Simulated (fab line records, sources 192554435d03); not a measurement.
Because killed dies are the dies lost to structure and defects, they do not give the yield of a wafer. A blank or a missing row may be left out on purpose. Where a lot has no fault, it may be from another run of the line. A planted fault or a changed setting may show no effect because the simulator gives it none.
Matching of chambers -- flow n5Finfet -- rieDiel-02 running N5_BEOL_M11_ETCH_65: 4 sister chambers
The step etches SiARC in CF4, target depth 39 nm, time 65 s. 18 wafers are shown with their chamber, then 9 later ones without.

WAFERS PAIRED WITH THEIR CHAMBERS
wafer,chamber,drypumpMotorCurrentA (A),showerheadPlenumPTorr (Torr),oesProductAu (a.u.)
L078.1,0,5.5,2.06,0.67
L078.2,1,6.5,2.12,0.61
L078.4,1,6.5,2.12,0.62
L081.2,1,6.5,2.12,0.60
L081.4,1,6.5,2.12,0.61
L081.6,0,5.5,2.06,0.66
L079.1,0,5.5,2.06,0.67
L079.5,2,5.4,2.21,0.61
L079.6,1,6.5,2.12,0.61
L083.1,1,6.5,2.12,0.59
L083.2,0,5.5,2.06,0.65
L083.5,1,6.5,2.11,0.60
L084.1,0,5.5,2.06,0.66
L084.4,2,5.4,2.21,0.60
L084.5,2,5.4,2.21,0.60
L093.2,3,5.1,2.11,0.77
L093.3,0,5.6,2.05,0.64
L093.6,0,5.5,2.05,0.64

SIGNATURES, as means of the wafers listed above
reading,chamber 0,chamber 1,chamber 2,chamber 3,scatter within a chamber
drypumpMotorCurrentA,5.514,6.500,5.400,5.100,0.0247
showerheadPlenumPTorr,2.0571,2.1186,2.2100,2.1100,0.00404
oesProductAu,0.6557,0.6057,0.6033,0.7700,0.0107
Rule: for a wafer and a chamber, the distance is found by dividing, reading by reading, the gap between the wafer's reading and the chamber's mean by the reading's scatter, squaring, summing and taking the root. If the next closest chamber is less than 2 further off than the closest, the wafer can't be placed; otherwise it belongs to the closest. The scatter: take each reading less its chamber's mean, square it, sum over the shown wafers, divide by the number of wafers less the number of chambers, and take the root.

WAFERS WITH NO CHAMBER GIVEN
wafer,drypumpMotorCurrentA (A),showerheadPlenumPTorr (Torr),oesProductAu (a.u.)
L097.2,5.1,2.11,0.78
L097.3,5.4,2.20,0.59
L097.5,5.1,2.11,0.77
L094.1,5.5,2.05,0.64
L094.4,5.1,2.11,0.76
L094.5,5.6,2.05,0.64
L095.1,5.4,2.20,0.58
L095.3,5.1,2.10,0.75
L095.5,5.5,2.05,0.64

THE CHAMBER EACH PASSED THROUGH
wafer,from the rows above,in truth
L097.2,3,3
L097.3,2,2
L097.5,3,3
L094.1,0,0
L094.4,3,3
L094.5,0,0
L095.1,2,2
L095.3,3,3
L095.5,0,0
Correctly placed: 9 of 9. Not placeable from these rows: 0. Placed wrongly: 0.
